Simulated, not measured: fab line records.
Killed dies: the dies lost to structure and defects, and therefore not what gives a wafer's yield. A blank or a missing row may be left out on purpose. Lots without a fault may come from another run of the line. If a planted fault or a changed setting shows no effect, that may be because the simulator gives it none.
Problem report, 8D (eight disciplines) form, completed by code -- flow nand-harc -- the parts of the form that need people (team, actions taken, sign-off) are left out

1. WHAT IS WRONG
At NHARC_A_CHANNEL_HOLE_D1_INSPECT_12, raw-defect-count averages 318.2 over 6 wafers from 2 lots, while fault-free wafers read 5.5, standard deviation 2.8. So: +99 or more standard deviations from the usual mean.
Earliest sighting: wafer L423.2 on defect-inspect-02 at day 13 02:59. The record has a number at this step for 36 wafers belonging to 12 lots. The rule behind "out" and "out of limits": a value lying over 4 standard deviations away from the usual mean. The other wafers with a number count as sound.

2. WHAT IT IS; WHAT IT IS NOT
question,is,is not
which readings at this step,raw-defect-count,-
which lots,"L423, L426","L414, L416, L417, L427, L428, L430, L433, L434, L435, L436"
which wafers of those lots,all that have a number,-
read on which gauges,"defect-inspect-01, defect-inspect-02",-
when,from day 13 02:59,"up to then (9 sound wafers); but 21 sound wafers of L427, L428, L430, L433, L434, L435, L436 came after"

3. SUSPECTS, AND WHAT RULES EACH OUT
Counting: any tool at a process step up to the reading is kept as a suspect provided that every lot that is out went through it and no sound lot did after the first of them.
- the gauge at NHARC_A_CHANNEL_HOLE_D1_INSPECT_12 is ruled out. 2 gauges (defect-inspect-01, defect-inspect-02) read the wafers that are out.
- acl-dep-03 at NHARC_A_CHANNEL_HOLE_D1_DEP_00 (deposits aC, target thk 3100 nm): ruled out as a lasting fault. After its first lot that is out, L423 (day 13 00:30), sound lots L436 ran on it.
Left after counting: nothing in the record.

4. THE CAUSE (what the simulator had put in)
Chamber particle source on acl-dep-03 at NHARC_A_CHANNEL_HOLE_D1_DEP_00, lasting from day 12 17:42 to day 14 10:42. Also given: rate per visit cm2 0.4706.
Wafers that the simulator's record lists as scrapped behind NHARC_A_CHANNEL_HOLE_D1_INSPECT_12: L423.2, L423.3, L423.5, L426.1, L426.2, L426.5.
The count ruled it out by mistake, since the rule takes a fault to strike every lot its tool runs from the start of the fault on, and this one did not do so.

5. SEQUENCE OF EFFECTS, ordered by route
Each row: a reading where the mean over the struck wafers with a number is more than 3 standard deviations away from the usual. Readings are gone through only where the record gives a usual standard deviation; hours: the median, over the lots, of the time from a lot's start at the first step in this table giving one to that lot's start at this step; sigmas: the change measured in usual standard deviations.
hours,step,reading,usual,on struck wafers,change,sigmas
0,NHARC_A_CHANNEL_HOLE_D1_INSPECT_12,raw-defect-count,5.5,318.2,+312.7,+99 or more

6. HOW IT WOULD HAVE BEEN CAUGHT EARLIER
9 hours passed between the start of the fault at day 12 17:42 and the first reading out of limits at a measuring or inspecting step in this record, taken at day 13 02:59.
No tool reading at NHARC_A_CHANNEL_HOLE_D1_DEP_00 that has a usual standard deviation in the record was out on any struck wafer, so an alarm limit of 4 standard deviations on those readings would not have fired.
